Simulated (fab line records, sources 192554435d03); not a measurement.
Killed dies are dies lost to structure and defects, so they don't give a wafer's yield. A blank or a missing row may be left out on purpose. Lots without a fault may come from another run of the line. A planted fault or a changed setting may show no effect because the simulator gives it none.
Split-lot experiment | flow n5_finfet | 7 lots, 21 wafers read, on a route of 1938 steps

THE SPLIT
At N5_BEOL_M14_EXPOSE_25 (exposes mask M14, target cd 280 nm), the setting dose_mj was moved away from the recipe's 26.6 on 10 of the 21 wafers read, by -6.0% to +6.6%. The other wafers ran this setting at the recipe's value.

FROM THE SPLIT TO THE READING: what the file shows between them, 3 steps
- N5_BEOL_M14_PEB_26: peb time 90 s
- N5_BEOL_M14_DEVELOP_27: develop time 45 s
- N5_BEOL_M14_HARDBAKE_32: time 120 s

THE READING
cd_nm, in nm, at N5_BEOL_M14_CD_MEAS_28 (target cd 284.4 nm). Fault-free wafers of this fab line usually give 283.9 nm, standard deviation 1.2 nm.

wafer  | tool, chamber at the split | dose_mj as run | against the recipe | cd_nm, nm | against lot-mates on the recipe
L074.3 | krf_scanner-02, 0          | 27.73          | +4.2%              | 290.4     | +6.3
L074.4 | krf_scanner-02, 0          | 26.6           | recipe             | 284.1     | -
L074.6 | krf_scanner-02, 0          | 27.73          | +4.2%              | 291.6     | +7.5
L078.3 | krf_scanner-02, 0          | 25             | -6.0%              | 273.5     | no lot-mate on the recipe
L078.4 | krf_scanner-02, 0          | 25             | -6.0%              | 273.7     | no lot-mate on the recipe
L078.5 | krf_scanner-02, 0          | 25             | -6.0%              | 274.2     | no lot-mate on the recipe
L080.1 | krf_scanner-01, 0          | 26.6           | recipe             | 285.6     | -
L080.5 | krf_scanner-01, 0          | 26.6           | recipe             | 285.5     | -
L080.6 | krf_scanner-01, 0          | 26.6           | recipe             | 284.0     | -
L083.1 | krf_scanner-01, 0          | 26.6           | recipe             | 283.9     | -
L083.4 | krf_scanner-01, 0          | 28.05          | +5.5%              | 292.7     | +8.8
L083.5 | krf_scanner-01, 0          | 28.05          | +5.5%              | 291.1     | +7.2
L084.3 | krf_scanner-02, 0          | 26.6           | recipe             | 282.7     | -
L084.4 | krf_scanner-02, 0          | 26.6           | recipe             | 282.5     | -
L084.5 | krf_scanner-02, 0          | 26.6           | recipe             | 283.6     | -
L093.2 | krf_scanner-01, 0          | 26.6           | recipe             | 286.0     | -
L093.4 | krf_scanner-01, 0          | 28.35          | +6.6%              | 296.4     | +10.4
L093.6 | krf_scanner-01, 0          | 28.35          | +6.6%              | 294.1     | +8.1
L094.2 | krf_scanner-02, 0          | 26.6           | recipe             | 283.1     | -
L094.5 | krf_scanner-02, 0          | 27.97          | +5.2%              | 291.8     | +8.8
L094.6 | krf_scanner-02, 0          | 26.6           | recipe             | 282.8     | -

THE FIT
A straight line over all 21 wafers: cd_nm changes by +1.64 nm for each +1% of dose_mj; r = +0.99; the points scatter about the line by 1.1 nm.
The same after taking each lot's own level away (the mean of its wafers on the recipe; 18 wafers): +1.49 nm for each +1%; r = +0.98; scatter 0.77 nm.
On that fit, the largest move of dose_mj shifts the reading by 9.8 nm.
The lots' own levels span 282.93 to 286.00 nm, that is 2.6 times the standard deviation above.
So the lot-to-lot level changes the slope: the two fits differ.
Check: with one of the wafers moved furthest among these (+6.6%) left out of the fit, the line predicts +9.72 nm for it against its lot-mates. It came out at +10.4 nm against them.

OTHER SPLITS ON THESE WAFERS
These wafers also went through other splits before the reading. Each is held against what the fit with the lots' levels taken away leaves over:
other split on the same wafers    | wafers away from the commonest value | r with cd_nm (lot level and that fit taken away)
N5_BEOL_M11_COAT_22 spin_rpm      | 10                                   | +0.14
N5_BEOL_M11_ETCH_66 time_s        | 6                                    | -0.14
N5_BEOL_M12_TRENCH_ETCH_34 time_s | 7                                    | -0.15
N5_BEOL_M12_SPUTTER_45 time_s     | 5                                    | -0.15
N5_BEOL_M13_ETCH_68 time_s        | 8                                    | -0.11

THE WHOLE CHAIN: every reading that the file lists as answering this split, in the file's order
step                   | what it does             | reading                                                         | change (the file's fit)              | r (the file's)
N5_BEOL_M14_CD_MEAS_28 | target cd 284.4 nm       | cd_nm                                                           | +1.52 nm for each +1% of the setting | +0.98
N5_BEOL_M14_DESCUM_33  | chemistry O2, time 7.9 s | BEOL_M14.cd_nm (the simulator's own value, which no gauge read) | +1.48 nm for each +1% of the setting | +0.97

THE FILE'S OWN FIT
cd_nm changes by +1.52 nm for each +1% of dose_mj, r = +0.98.
